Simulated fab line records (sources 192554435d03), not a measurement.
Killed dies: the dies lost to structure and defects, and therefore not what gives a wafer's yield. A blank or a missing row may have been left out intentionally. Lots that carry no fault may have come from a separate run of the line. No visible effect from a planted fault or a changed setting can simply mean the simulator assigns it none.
fab line records :: flow n5Finfet :: part 2 of 2: steps 28 to 32 of 32
record
  lots=5
  wafers=15
  lastDay=16
route steps=1938 shown BEOL_M13@1702 BEOL_M14@1716
lots that met no fault: from a run of the same line without faults
startH: start of the lot's first displayed wafer, in hours after the record's first day :: waitH: hours since the lot's step before :: " same as the row above :: L1.1+2: several wafers, shown together as one row :: - no value present, or no start provided :: * or withheld: withheld :: < > ~ a bound
route shown NAME@n: a module of which the file shows steps, and the number in the route of the first :: usual: average and standard deviation across the fault-free wafers :: same: alike in all rows :: chamber/n: place in a boat :: sites: each site's reading :: _std_site: the values' standard deviation :: _edge_site: the outer-site mean with the inner-site mean subtracted :: radiusMm: for every site, how far away it sits from the centre of the wafer :: mask NAME#n: copy n :: behind: the most recent tool/chamber to have shaped the wafer :: hold: cause of the lot's hold/its duration in hours/its outcome :: device: names the non-switching transistor (n, p or np) :: end of line: the route-end tests of the same wafers :: for a step that has no rows: nothing shown but its recipe :: killed: at the first sort, the dies lost to defects and structure; wafer yield is something else :: map: a wafer's dies, marking killed ones x, the rest . and places with no die _
set.NAME: the setting that was run; set.NAME@STEP: the one run at that earlier step :: model.NAME: the simulator's own value behind a step, which no gauge read
lots at some steps of the route; a table a step, a row a wafer
services: a tool's chamber out of use, with start hour (startH, from the record's first day; less than 0 if before it), hours out, and reason
## steps
# step N5_BEOL_M14_DESCUM_15
# recipe
  chemistry=O2
  timeS=7.9
  sourcePowerW=50
  biasPowerW=20
  pressureMtorr=20
  rfFrequencyHz=2.712e+07
  tempC=40
  o2FlowSccm=225
# usual
  drypumpMotorCurrentA=5.7/0.49
  oesProductAu=0.79/0.085
  rfVppV=243.6/1.5
  showerheadPlenumPTorr=2.12/0.087
  throttleValvePct=20.40/0.23
lot.wafer: L085.2
tool: rieDiel-03
chamber: 1
startH: 298.75
waitH: 0.0
drypumpMotorCurrentA: 5.2
oesProductAu: 0.82
rfHoursCounterH: 106
rfVppV: 243.9
showerheadPlenumPTorr: 2.19
throttleValvePct: 20.12

lot.wafer: L085.4
tool: rieDiel-03
chamber: 0
startH: 298.75
waitH: 0.0
drypumpMotorCurrentA: 6.3
oesProductAu: 0.67
rfHoursCounterH: -
rfVppV: 244.4
showerheadPlenumPTorr: 2.15
throttleValvePct: 20.83

lot.wafer: L085.6
tool: rieDiel-03
chamber: 2
startH: 298.75
waitH: 0.0
drypumpMotorCurrentA: 6.0
oesProductAu: 0.73
rfHoursCounterH: -
rfVppV: 240.6
showerheadPlenumPTorr: 1.98
throttleValvePct: 20.41

lot.wafer: L090.1
tool: rieDiel-04
chamber: 3
startH: 342.69
waitH: 0.0
drypumpMotorCurrentA: 5.0
oesProductAu: 0.70
rfHoursCounterH: 235
rfVppV: 241.4
showerheadPlenumPTorr: 1.98
throttleValvePct: 20.54

lot.wafer: L090.2
tool: rieDiel-04
chamber: 0
startH: 342.69
waitH: 0.0
drypumpMotorCurrentA: 5.5
oesProductAu: 0.82
rfHoursCounterH: 73
rfVppV: 244.6
showerheadPlenumPTorr: 2.21
throttleValvePct: 20.42

lot.wafer: L090.3
tool: rieDiel-04
chamber: 1
startH: 342.69
waitH: 0.0
drypumpMotorCurrentA: 5.8
oesProductAu: 0.84
rfHoursCounterH: 67
rfVppV: 242.1
showerheadPlenumPTorr: 2.03
throttleValvePct: 20.36

lot.wafer: L091.1
tool: rieDiel-01
chamber: 0
startH: 346.07
waitH: 0.0
drypumpMotorCurrentA: 6.5
oesProductAu: 0.77
rfHoursCounterH: 140
rfVppV: 242.9
showerheadPlenumPTorr: 2.13
throttleValvePct: 20.55

lot.wafer: L091.4
tool: rieDiel-01
chamber: 0
startH: 346.07
waitH: 0.0
drypumpMotorCurrentA: 6.5
oesProductAu: 0.76
rfHoursCounterH: -
rfVppV: 242.7
showerheadPlenumPTorr: 2.13
throttleValvePct: 20.56

lot.wafer: L091.6
tool: rieDiel-01
chamber: 2
startH: 346.07
waitH: 0.0
drypumpMotorCurrentA: 5.1
oesProductAu: 0.84
rfHoursCounterH: -
rfVppV: 245.1
showerheadPlenumPTorr: 2.20
throttleValvePct: 20.48

lot.wafer: L092.1
tool: rieDiel-01
chamber: 2
startH: 346.58
waitH: 0.3
drypumpMotorCurrentA: 5.1
oesProductAu: 0.84
rfHoursCounterH: 79
rfVppV: 245.9
showerheadPlenumPTorr: 2.20
throttleValvePct: 20.49

lot.wafer: L092.3
tool: rieDiel-01
chamber: 0
startH: 346.58
waitH: 0.3
drypumpMotorCurrentA: 6.5
oesProductAu: 0.76
rfHoursCounterH: 140
rfVppV: 244.1
showerheadPlenumPTorr: 2.13
throttleValvePct: 20.57

lot.wafer: L092.6
tool: rieDiel-01
chamber: 1
startH: 346.58
waitH: 0.3
drypumpMotorCurrentA: 5.7
oesProductAu: 0.92
rfHoursCounterH: -
rfVppV: 245.5
showerheadPlenumPTorr: 2.25
throttleValvePct: 20.09

lot.wafer: L095.2
tool: rieDiel-03
chamber: 2
startH: 367.07
waitH: 0.0
drypumpMotorCurrentA: 6.0
oesProductAu: 0.72
rfHoursCounterH: 233
rfVppV: 241.0
showerheadPlenumPTorr: 1.97
throttleValvePct: 20.47

lot.wafer: L095.4
tool: rieDiel-03
chamber: 3
startH: 367.07
waitH: 0.0
drypumpMotorCurrentA: 5.6
oesProductAu: 0.91
rfHoursCounterH: 27
rfVppV: 245.1
showerheadPlenumPTorr: 2.10
throttleValvePct: 20.33

lot.wafer: L095.6
tool: rieDiel-03
chamber: 2
startH: 367.07
waitH: 0.0
drypumpMotorCurrentA: 6.0
oesProductAu: 0.71
rfHoursCounterH: -
rfVppV: 240.1
showerheadPlenumPTorr: 1.97
throttleValvePct: 20.46
# step N5_BEOL_M14_ETCH_59
# recipe
  chemistry=N2/H2
  target=BARC
  targetDepthA=890
  overetchA=267
  timeS=67.9
  ionEnergyEv=200
  pressureMtorr=30
  sourceW=840
  biasW=150
  n2FlowSccm=200
  h2FlowSccm=200
# usual
  drypumpMotorCurrentA=5.7/0.48
  n2FlowSccm=200.0/0.57
  oesProductAu=0.67/0.071
  rfVppV=525/3.1
  showerheadPlenumPTorr=2.59/0.11
  throttleValvePct=17.91/0.28
lot.wafer: L085.2
tool: rieDiel-03
chamber: 1
startH: 298.79
waitH: 0.0
drypumpMotorCurrentA: 5.2
n2FlowSccm: 200.3
oesProductAu: 0.69
rfHoursCounterH: 106
rfVppV: 527
showerheadPlenumPTorr: 2.65
throttleValvePct: 17.46

lot.wafer: L085.4
tool: rieDiel-03
chamber: 0
startH: 298.79
waitH: 0.0
drypumpMotorCurrentA: 6.3
n2FlowSccm: 199.2
oesProductAu: 0.59
rfHoursCounterH: -
rfVppV: 527
showerheadPlenumPTorr: 2.63
throttleValvePct: 18.40

lot.wafer: L085.6
tool: rieDiel-03
chamber: 2
startH: 298.79
waitH: 0.0
drypumpMotorCurrentA: 6.0
n2FlowSccm: 199.8
oesProductAu: 0.61
rfHoursCounterH: -
rfVppV: 520
showerheadPlenumPTorr: 2.40
throttleValvePct: 17.81

lot.wafer: L090.1
tool: rieDiel-04
chamber: 3
startH: 342.73
waitH: 0.0
drypumpMotorCurrentA: 5.0
n2FlowSccm: 200.6
oesProductAu: 0.57
rfHoursCounterH: 235
rfVppV: 519
showerheadPlenumPTorr: 2.43
throttleValvePct: 18.18

lot.wafer: L090.2
tool: rieDiel-04
chamber: 0
startH: 342.73
waitH: 0.0
drypumpMotorCurrentA: 5.6
n2FlowSccm: 200.6
oesProductAu: 0.70
rfHoursCounterH: 73
rfVppV: 528
showerheadPlenumPTorr: 2.70
throttleValvePct: 18.02

lot.wafer: L090.3
tool: rieDiel-04
chamber: 1
startH: 342.73
waitH: 0.0
drypumpMotorCurrentA: 5.8
n2FlowSccm: 199.9
oesProductAu: 0.72
rfHoursCounterH: 67
rfVppV: 523
showerheadPlenumPTorr: 2.46
throttleValvePct: 17.82

lot.wafer: L091.1
tool: rieDiel-01
chamber: 0
startH: 346.10
waitH: 0.0
drypumpMotorCurrentA: 6.5
n2FlowSccm: 199.6
oesProductAu: 0.64
rfHoursCounterH: 140
rfVppV: 525
showerheadPlenumPTorr: 2.56
throttleValvePct: 17.82

lot.wafer: L091.4
tool: rieDiel-01
chamber: 0
startH: 346.10
waitH: 0.0
drypumpMotorCurrentA: 6.5
n2FlowSccm: 199.4
oesProductAu: 0.65
rfHoursCounterH: -
rfVppV: 524
showerheadPlenumPTorr: 2.56
throttleValvePct: 17.82

lot.wafer: L091.6
tool: rieDiel-01
chamber: 2
startH: 346.10
waitH: 0.0
drypumpMotorCurrentA: 5.1
n2FlowSccm: 199.7
oesProductAu: 0.73
rfHoursCounterH: -
rfVppV: 526
showerheadPlenumPTorr: 2.70
throttleValvePct: 18.16

lot.wafer: L092.1
tool: rieDiel-01
chamber: 2
startH: 346.62
waitH: 0.0
drypumpMotorCurrentA: 5.0
n2FlowSccm: 200.5
oesProductAu: 0.72
rfHoursCounterH: 79
rfVppV: 528
showerheadPlenumPTorr: 2.70
throttleValvePct: 18.15

lot.wafer: L092.3
tool: rieDiel-01
chamber: 0
startH: 346.62
waitH: 0.0
drypumpMotorCurrentA: 6.6
n2FlowSccm: 200.0
oesProductAu: 0.65
rfHoursCounterH: 140
rfVppV: 523
showerheadPlenumPTorr: 2.56
throttleValvePct: 17.82

lot.wafer: L092.6
tool: rieDiel-01
chamber: 1
startH: 346.62
waitH: 0.0
drypumpMotorCurrentA: 5.8
n2FlowSccm: 200.0
oesProductAu: 0.79
rfHoursCounterH: -
rfVppV: 528
showerheadPlenumPTorr: 2.72
throttleValvePct: 17.57

lot.wafer: L095.2
tool: rieDiel-03
chamber: 2
startH: 367.11
waitH: 0.0
drypumpMotorCurrentA: 6.0
n2FlowSccm: 200.1
oesProductAu: 0.61
rfHoursCounterH: 233
rfVppV: 519
showerheadPlenumPTorr: 2.39
throttleValvePct: 17.86

lot.wafer: L095.4
tool: rieDiel-03
chamber: 3
startH: 367.11
waitH: 0.0
drypumpMotorCurrentA: 5.6
n2FlowSccm: 199.4
oesProductAu: 0.78
rfHoursCounterH: 27
rfVppV: 523
showerheadPlenumPTorr: 2.58
throttleValvePct: 17.90

lot.wafer: L095.6
tool: rieDiel-03
chamber: 2
startH: 367.11
waitH: 0.0
drypumpMotorCurrentA: 6.0
n2FlowSccm: 200.7
oesProductAu: 0.60
rfHoursCounterH: -
rfVppV: 519
showerheadPlenumPTorr: 2.39
throttleValvePct: 17.86
# step N5_BEOL_M14_VIA_ETCH_16
# recipe
  chemistry=C4F8/O2/Ar
  target=SiO2
  heInnerTorr=15
  heOuterTorr=30
  targetDepthA=12313
  timeS=withheld
  ionEnergyEv=800
  pressureMtorr=20
  sourceW=1905
  biasW=2040
  Ar_flow_sccm=400
  C4F8_flow_sccm=16
  O2_flow_sccm=12
  ends=cleared
# usual
  O2_flow_sccm=11.99/0.034
  drypumpMotorCurrentA=5.7/0.49
  oesProductAu=0.71/0.078
  rfVppV=2239/48
  showerheadPlenumPTorr=3.50/0.14
  throttleValvePct=30.94/0.2
lot.wafer: L085.2
tool: rieDiel-03
chamber: 1
startH: 298.84
waitH: 0.0
O2_flow_sccm: 11.97
drypumpMotorCurrentA: 5.2
oesProductAu: 0.75
rfVppV: 2289
showerheadPlenumPTorr: 3.61
throttleValvePct: 30.65

lot.wafer: L085.4
tool: rieDiel-03
chamber: 0
startH: 298.84
waitH: 0.0
O2_flow_sccm: 11.94
drypumpMotorCurrentA: 6.2
oesProductAu: 0.61
rfVppV: 2230
showerheadPlenumPTorr: 3.52
throttleValvePct: 31.14

lot.wafer: L085.6
tool: rieDiel-03
chamber: 2
startH: 298.84
waitH: 0.0
O2_flow_sccm: 12.04
drypumpMotorCurrentA: 6.0
oesProductAu: 0.66
rfVppV: 2230
showerheadPlenumPTorr: 3.27
throttleValvePct: 30.85

lot.wafer: L090.1
tool: rieDiel-04
chamber: 3
startH: 342.78
waitH: 0.0
O2_flow_sccm: 12.01
drypumpMotorCurrentA: 5.0
oesProductAu: 0.62
rfVppV: 2187
showerheadPlenumPTorr: 3.28
throttleValvePct: 31.03

lot.wafer: L090.2
tool: rieDiel-04
chamber: 0
startH: 342.78
waitH: 0.0
O2_flow_sccm: 11.94
drypumpMotorCurrentA: 5.6
oesProductAu: 0.74
rfVppV: 2225
showerheadPlenumPTorr: 3.65
throttleValvePct: 31.05

lot.wafer: L090.3
tool: rieDiel-04
chamber: 1
startH: 342.78
waitH: 0.0
O2_flow_sccm: 11.97
drypumpMotorCurrentA: 5.9
oesProductAu: 0.76
rfVppV: 2144
showerheadPlenumPTorr: 3.35
throttleValvePct: 30.88

lot.wafer: L091.1
tool: rieDiel-01
chamber: 0
startH: 346.15
waitH: 0.0
O2_flow_sccm: 12.02
drypumpMotorCurrentA: 6.5
oesProductAu: 0.68
rfVppV: 2224
showerheadPlenumPTorr: 3.48
throttleValvePct: 31.04

lot.wafer: L091.4
tool: rieDiel-01
chamber: 0
startH: 346.15
waitH: 0.0
O2_flow_sccm: 12.00
drypumpMotorCurrentA: 6.5
oesProductAu: 0.68
rfVppV: 2224
showerheadPlenumPTorr: 3.48
throttleValvePct: 31.02

lot.wafer: L091.6
tool: rieDiel-01
chamber: 2
startH: 346.15
waitH: 0.0
O2_flow_sccm: 12.04
drypumpMotorCurrentA: 5.0
oesProductAu: 0.75
rfVppV: 2223
showerheadPlenumPTorr: 3.62
throttleValvePct: 31.12

lot.wafer: L092.1
tool: rieDiel-01
chamber: 2
startH: 346.67
waitH: 0.0
O2_flow_sccm: 12.00
drypumpMotorCurrentA: 5.1
oesProductAu: 0.76
rfVppV: 2222
showerheadPlenumPTorr: 3.62
throttleValvePct: 31.12

lot.wafer: L092.3
tool: rieDiel-01
chamber: 0
startH: 346.67
waitH: 0.0
O2_flow_sccm: 12.01
drypumpMotorCurrentA: 6.5
oesProductAu: 0.68
rfVppV: 2225
showerheadPlenumPTorr: 3.48
throttleValvePct: 31.03

lot.wafer: L092.6
tool: rieDiel-01
chamber: 1
startH: 346.67
waitH: 0.0
O2_flow_sccm: 11.98
drypumpMotorCurrentA: 5.8
oesProductAu: 0.85
rfVppV: 2235
showerheadPlenumPTorr: 3.66
throttleValvePct: 30.51

lot.wafer: L095.2
tool: rieDiel-03
chamber: 2
startH: 367.16
waitH: 0.0
O2_flow_sccm: 12.02
drypumpMotorCurrentA: 6.0
oesProductAu: 0.64
rfVppV: 2229
showerheadPlenumPTorr: 3.26
throttleValvePct: 30.89

lot.wafer: L095.4
tool: rieDiel-03
chamber: 3
startH: 367.16
waitH: 0.0
O2_flow_sccm: 11.98
drypumpMotorCurrentA: 5.6
oesProductAu: 0.81
rfVppV: 2313
showerheadPlenumPTorr: 3.51
throttleValvePct: 31.10

lot.wafer: L095.6
tool: rieDiel-03
chamber: 2
startH: 367.16
waitH: 0.0
O2_flow_sccm: 12.04
drypumpMotorCurrentA: 6.0
oesProductAu: 0.65
rfVppV: 2229
showerheadPlenumPTorr: 3.26
throttleValvePct: 30.90
# step N5_BEOL_M14_STRIP_63
# recipe
  chemistry=O2
  powerW=600
  tempC=60
  pressureMtorr=30
  rfFrequencyHz=6e+07
  biasPowerW=0
  overashFraction=0.3
  o2FlowSccm=225
# usual
  drypumpMotorCurrentA=5.7/0.49
  oesProductAu=0.79/0.086
  rfVppV=3.6/0.81
  showerheadPlenumPTorr=2.13/0.087
  throttleValvePct=16.66/0.23
# same
  overashFraction=0.3
lot.wafer: L085.2
tool: rieDiel-03
chamber: 1
startH: -
waitH: -
drypumpMotorCurrentA: 5.2
oesProductAu: 0.83
rfHoursCounterH: 106
rfVppV: 3.2
showerheadPlenumPTorr: 2.20
throttleValvePct: 16.43

lot.wafer: L085.4
tool: rieDiel-03
chamber: 0
startH: -
waitH: -
drypumpMotorCurrentA: 6.3
oesProductAu: 0.67
rfHoursCounterH: -
rfVppV: 4.3
showerheadPlenumPTorr: 2.16
throttleValvePct: 17.08

lot.wafer: L085.6
tool: rieDiel-03
chamber: 2
startH: -
waitH: -
drypumpMotorCurrentA: 6.0
oesProductAu: 0.74
rfHoursCounterH: -
rfVppV: 3.5
showerheadPlenumPTorr: 1.98
throttleValvePct: 16.70

lot.wafer: L090.1
tool: rieDiel-04
chamber: 3
startH: -
waitH: -
drypumpMotorCurrentA: 5.0
oesProductAu: 0.70
rfHoursCounterH: 235
rfVppV: 4.0
showerheadPlenumPTorr: 1.98
throttleValvePct: 16.82

lot.wafer: L090.2
tool: rieDiel-04
chamber: 0
startH: -
waitH: -
drypumpMotorCurrentA: 5.5
oesProductAu: 0.82
rfHoursCounterH: 73
rfVppV: 3.3
showerheadPlenumPTorr: 2.21
throttleValvePct: 16.67

lot.wafer: L090.3
tool: rieDiel-04
chamber: 1
startH: -
waitH: -
drypumpMotorCurrentA: 5.8
oesProductAu: 0.84
rfHoursCounterH: 67
rfVppV: 3.4
showerheadPlenumPTorr: 2.04
throttleValvePct: 16.61

lot.wafer: L091.1
tool: rieDiel-01
chamber: 0
startH: -
waitH: -
drypumpMotorCurrentA: 6.6
oesProductAu: 0.76
rfHoursCounterH: 140
rfVppV: 3.8
showerheadPlenumPTorr: 2.14
throttleValvePct: 16.72

lot.wafer: L091.4
tool: rieDiel-01
chamber: 0
startH: -
waitH: -
drypumpMotorCurrentA: 6.5
oesProductAu: 0.76
rfHoursCounterH: -
rfVppV: 4.8
showerheadPlenumPTorr: 2.14
throttleValvePct: 16.71

lot.wafer: L091.6
tool: rieDiel-01
chamber: 2
startH: -
waitH: -
drypumpMotorCurrentA: 5.0
oesProductAu: 0.84
rfHoursCounterH: -
rfVppV: 2.9
showerheadPlenumPTorr: 2.20
throttleValvePct: 16.69

lot.wafer: L092.1
tool: rieDiel-01
chamber: 2
startH: -
waitH: -
drypumpMotorCurrentA: 5.0
oesProductAu: 0.84
rfHoursCounterH: 80
rfVppV: 5.0
showerheadPlenumPTorr: 2.20
throttleValvePct: 16.73

lot.wafer: L092.3
tool: rieDiel-01
chamber: 0
startH: -
waitH: -
drypumpMotorCurrentA: 6.5
oesProductAu: 0.76
rfHoursCounterH: 141
rfVppV: 3.5
showerheadPlenumPTorr: 2.14
throttleValvePct: 16.71

lot.wafer: L092.6
tool: rieDiel-01
chamber: 1
startH: -
waitH: -
drypumpMotorCurrentA: 5.7
oesProductAu: 0.93
rfHoursCounterH: -
rfVppV: 3.7
showerheadPlenumPTorr: 2.25
throttleValvePct: 16.31

lot.wafer: L095.2
tool: rieDiel-03
chamber: 2
startH: -
waitH: -
drypumpMotorCurrentA: 6.0
oesProductAu: 0.71
rfHoursCounterH: 234
rfVppV: 2.4
showerheadPlenumPTorr: 1.97
throttleValvePct: 16.77

lot.wafer: L095.4
tool: rieDiel-03
chamber: 3
startH: -
waitH: -
drypumpMotorCurrentA: 5.6
oesProductAu: 0.90
rfHoursCounterH: 28
rfVppV: 4.5
showerheadPlenumPTorr: 2.10
throttleValvePct: 16.62

lot.wafer: L095.6
tool: rieDiel-03
chamber: 2
startH: -
waitH: -
drypumpMotorCurrentA: 6.0
oesProductAu: 0.71
rfHoursCounterH: -
rfVppV: 2.9
showerheadPlenumPTorr: 1.97
throttleValvePct: 16.75
# step N5_BEOL_M14_STRIP_64
# recipe
  chemistry=O2
  powerW=600
  tempC=60
  pressureMtorr=30
  rfFrequencyHz=6e+07
  biasPowerW=0
  overashFraction=0.3
  o2FlowSccm=225
# usual
  drypumpMotorCurrentA=5.7/0.49
  oesProductAu=0.79/0.085
  rfVppV=3.6/0.52
  showerheadPlenumPTorr=2.13/0.087
  throttleValvePct=16.65/0.23
# same
  overashFraction=0.3
lot.wafer: L085.2
tool: rieDiel-03
chamber: 1
startH: -
waitH: -
drypumpMotorCurrentA: 5.2
oesProductAu: 0.83
rfHoursCounterH: 106
rfVppV: 3.8
showerheadPlenumPTorr: 2.20
throttleValvePct: 16.44

lot.wafer: L085.4
tool: rieDiel-03
chamber: 0
startH: -
waitH: -
drypumpMotorCurrentA: 6.2
oesProductAu: 0.68
rfHoursCounterH: -
rfVppV: 3.4
showerheadPlenumPTorr: 2.16
throttleValvePct: 17.09

lot.wafer: L085.6
tool: rieDiel-03
chamber: 2
startH: -
waitH: -
drypumpMotorCurrentA: 6.0
oesProductAu: 0.73
rfHoursCounterH: -
rfVppV: 3.4
showerheadPlenumPTorr: 1.98
throttleValvePct: 16.71

lot.wafer: L090.1
tool: rieDiel-04
chamber: 3
startH: -
waitH: -
drypumpMotorCurrentA: 5.0
oesProductAu: 0.68
rfHoursCounterH: 235
rfVppV: 3.9
showerheadPlenumPTorr: 1.98
throttleValvePct: 16.79

lot.wafer: L090.2
tool: rieDiel-04
chamber: 0
startH: -
waitH: -
drypumpMotorCurrentA: 5.5
oesProductAu: 0.82
rfHoursCounterH: 73
rfVppV: 3.9
showerheadPlenumPTorr: 2.21
throttleValvePct: 16.69

lot.wafer: L090.3
tool: rieDiel-04
chamber: 1
startH: -
waitH: -
drypumpMotorCurrentA: 5.8
oesProductAu: 0.84
rfHoursCounterH: 67
rfVppV: 3.9
showerheadPlenumPTorr: 2.04
throttleValvePct: 16.59

lot.wafer: L091.1
tool: rieDiel-01
chamber: 0
startH: -
waitH: -
drypumpMotorCurrentA: 6.5
oesProductAu: 0.77
rfHoursCounterH: 140
rfVppV: 2.9
showerheadPlenumPTorr: 2.14
throttleValvePct: 16.72

lot.wafer: L091.4
tool: rieDiel-01
chamber: 0
startH: -
waitH: -
drypumpMotorCurrentA: 6.5
oesProductAu: 0.77
rfHoursCounterH: -
rfVppV: 3.8
showerheadPlenumPTorr: 2.14
throttleValvePct: 16.73

lot.wafer: L091.6
tool: rieDiel-01
chamber: 2
startH: -
waitH: -
drypumpMotorCurrentA: 5.1
oesProductAu: 0.84
rfHoursCounterH: -
rfVppV: 4.7
showerheadPlenumPTorr: 2.20
throttleValvePct: 16.71

lot.wafer: L092.1
tool: rieDiel-01
chamber: 2
startH: -
waitH: -
drypumpMotorCurrentA: 5.0
oesProductAu: 0.84
rfHoursCounterH: 80
rfVppV: 4.0
showerheadPlenumPTorr: 2.20
throttleValvePct: 16.72

lot.wafer: L092.3
tool: rieDiel-01
chamber: 0
startH: -
waitH: -
drypumpMotorCurrentA: 6.5
oesProductAu: 0.75
rfHoursCounterH: 141
rfVppV: 3.2
showerheadPlenumPTorr: 2.14
throttleValvePct: 16.72

lot.wafer: L092.6
tool: rieDiel-01
chamber: 1
startH: -
waitH: -
drypumpMotorCurrentA: 5.8
oesProductAu: 0.93
rfHoursCounterH: -
rfVppV: 3.9
showerheadPlenumPTorr: 2.25
throttleValvePct: 16.32

lot.wafer: L095.2
tool: rieDiel-03
chamber: 2
startH: -
waitH: -
drypumpMotorCurrentA: 6.0
oesProductAu: 0.70
rfHoursCounterH: 234
rfVppV: 3.3
showerheadPlenumPTorr: 1.97
throttleValvePct: 16.76

lot.wafer: L095.4
tool: rieDiel-03
chamber: 3
startH: -
waitH: -
drypumpMotorCurrentA: 5.6
oesProductAu: 0.91
rfHoursCounterH: 28
rfVppV: 3.8
showerheadPlenumPTorr: 2.11
throttleValvePct: 16.59

lot.wafer: L095.6
tool: rieDiel-03
chamber: 2
startH: -
waitH: -
drypumpMotorCurrentA: 6.0
oesProductAu: 0.70
rfHoursCounterH: -
rfVppV: 3.7
showerheadPlenumPTorr: 1.97
throttleValvePct: 16.76
## services
tool: rieDiel-03
chamber: 3
startH: 280.33
hours: -
kind: clean

tool: krfScanner-01
chamber: -
startH: 283.01
hours: 0.5
kind: repair

tool: krfScanner-01
chamber: -
startH: 287.91
hours: 1.1
kind: repair

tool: pecvd-02
chamber: 2
startH: 292.67
hours: 13.2
kind: repair

tool: cmp-04
chamber: -
startH: 294.47
hours: 5.7
kind: pm

tool: pecvd-01
chamber: 0
startH: 296.42
hours: 5.3
kind: repair

tool: krfScanner-01
chamber: -
startH: 298.84
hours: 0.8
kind: pm

tool: rieDiel-01
chamber: 2
startH: 299.64
hours: 2.8
kind: repair

tool: cmp-02
chamber: -
startH: 313.26
hours: 1.4
kind: repair

tool: krfScanner-02
chamber: -
startH: 319.52
hours: 1.0
kind: pm

tool: wetBench-05
chamber: -
startH: 321.52
hours: 1.8
kind: repair

tool: krfScanner-02
chamber: -
startH: 326.89
hours: 2.3
kind: repair

tool: cmp-04
chamber: -
startH: 329.56
hours: 1.9
kind: repair

tool: pvdSputter-02
chamber: -
startH: 335.77
hours: 2.8
kind: repair

tool: pecvd-04
chamber: -
startH: 335.80
hours: 28.1
kind: pm

tool: krfScanner-01
chamber: -
startH: 337.61
hours: 4.4
kind: pm

tool: pvdSputter-01
chamber: -
startH: 342.33
hours: 3.2
kind: repair

tool: pecvd-02
chamber: 2
startH: 344.81
hours: 3.0
kind: repair

tool: krfScanner-02
chamber: -
startH: 353.37
hours: 0.8
kind: pm

tool: krfScanner-02
chamber: -
startH: 358.37
hours: 1.3
kind: pm

tool: cmp-04
chamber: -
startH: 358.55
hours: 0.7
kind: repair

tool: pvdSputter-02
chamber: -
startH: 362.69
hours: 0.6
kind: repair

tool: cmp-02
chamber: -
startH: 364.50
hours: 3.0
kind: repair

tool: rieDiel-04
chamber: 3
startH: 366.32
hours: 7.2
kind: repair
